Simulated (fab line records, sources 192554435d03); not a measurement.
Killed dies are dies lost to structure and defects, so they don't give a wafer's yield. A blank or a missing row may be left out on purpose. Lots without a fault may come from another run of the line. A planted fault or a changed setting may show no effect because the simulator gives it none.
Split-lot experiment | flow n5_finfet | 7 lots, 21 wafers read, on a route of 1938 steps

THE SPLIT
At N5_BEOL_M11_ILD_DEP_00 (deposits SiCOH lowk from DEMS/porogen, target thk 308.51 nm, time 58 s), the setting time_s was moved away from the recipe's 58 s on 9 of the 21 wafers read, by -6.1% to +11.0%. The other wafers ran this setting at the recipe's value.

FROM THE SPLIT TO THE READING: what the file shows between them, 1 step
- N5_BEOL_M11_CURE_71: cures SiCOH lowk, time 240 s

THE READING
M11_ILD_THK, in nm, at N5_BEOL_M11_THK_MEAS_01. Fault-free wafers of this fab line usually give 270 nm, standard deviation 3.3 nm.

wafer  | tool, chamber at the split | time_s as run, s | against the recipe | M11_ILD_THK, nm | against lot-mates on the recipe
L084.3 | pecvd-03, 2                | 61.63            | +6.3%              | 282             | +11
L084.4 | pecvd-03, 2                | 61.63            | +6.3%              | 291             | +20
L084.5 | pecvd-03, 0                | 58               | recipe             | 271             | -
L090.1 | pecvd-03, 1                | 58               | recipe             | 268             | -
L090.2 | pecvd-03, 0                | 54.46            | -6.1%              | 249             | -20
L090.5 | pecvd-03, 1                | 58               | recipe             | 271             | -
L088.1 | pecvd-02, 1                | 64.39            | +11.0%             | 297             | +25
L088.4 | pecvd-02, 1                | 58               | recipe             | 272             | -
L088.5 | pecvd-02, 2                | 64.39            | +11.0%             | 302             | +30
L087.1 | pecvd-02, 2                | 63.83            | +10.1%             | 294             | +23
L087.5 | pecvd-02, 0                | 58               | recipe             | 269             | -
L087.6 | pecvd-02, 1                | 58               | recipe             | 273             | -
L096.3 | pecvd-01, 2                | 58               | recipe             | 264             | -
L096.5 | pecvd-01, 0                | 58               | recipe             | 271             | -
L096.6 | pecvd-01, 1                | 58               | recipe             | 270             | -
L093.2 | pecvd-01, 1                | 61.96            | +6.8%              | 280             | +11
L093.4 | pecvd-01, 2                | 58               | recipe             | 269             | -
L093.5 | pecvd-01, 0                | 61.96            | +6.8%              | 289             | +20
L095.1 | pecvd-02, 1                | 58               | recipe             | 272             | -
L095.2 | pecvd-02, 0                | 58               | recipe             | 270             | -
L095.5 | pecvd-02, 0                | 61.64            | +6.3%              | 291             | +20

THE FIT
A straight line over all 21 wafers: M11_ILD_THK changes by +2.68 nm for each +1% of time_s; r = +0.97; the points scatter about the line by 3.4 nm.
The same after taking each lot's own level away (the mean of its wafers on the recipe; 21 wafers): +2.57 nm for each +1%; r = +0.97; scatter 3.1 nm.
On that fit, the largest move of time_s shifts the reading by 28 nm.
The lots' own levels span 268.3 to 272.0 nm, that is 1.1 times the standard deviation above.
So the lot-to-lot level changes the slope little: the two slopes agree.
Check: with one of the wafers moved furthest among these (+11.0%) left out of the fit, the line predicts +28.6 nm for it against its lot-mates. It came out at +25 nm against them.

THE WHOLE CHAIN: every reading that the file lists as answering this split, in the file's order
step                    | what it does                                                           | reading                                                                                   | change (the file's fit)              | r (the file's)
N5_BEOL_M11_ILD_DEP_00  | deposits SiCOH lowk from DEMS/porogen, target thk 308.51 nm, time 58 s | SiCOH_lowk_of_BEOL_M11_ILD_DEP_00.thk_nm (the simulator's own value, which no gauge read) | +2.96 nm for each +1% of the setting | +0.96
N5_BEOL_M11_CURE_71     | cures SiCOH lowk, time 240 s                                           | SiCOH_lowk_of_BEOL_M11_ILD_DEP_00.thk_nm (the simulator's own value, which no gauge read) | +2.62 nm for each +1% of the setting | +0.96
N5_BEOL_M11_THK_MEAS_01 |                                                                        | M11_ILD_THK                                                                               | +2.6 for each +1% of the setting     | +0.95

THE FILE'S OWN FIT
M11_ILD_THK changes by +2.6 nm for each +1% of time_s, r = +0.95.
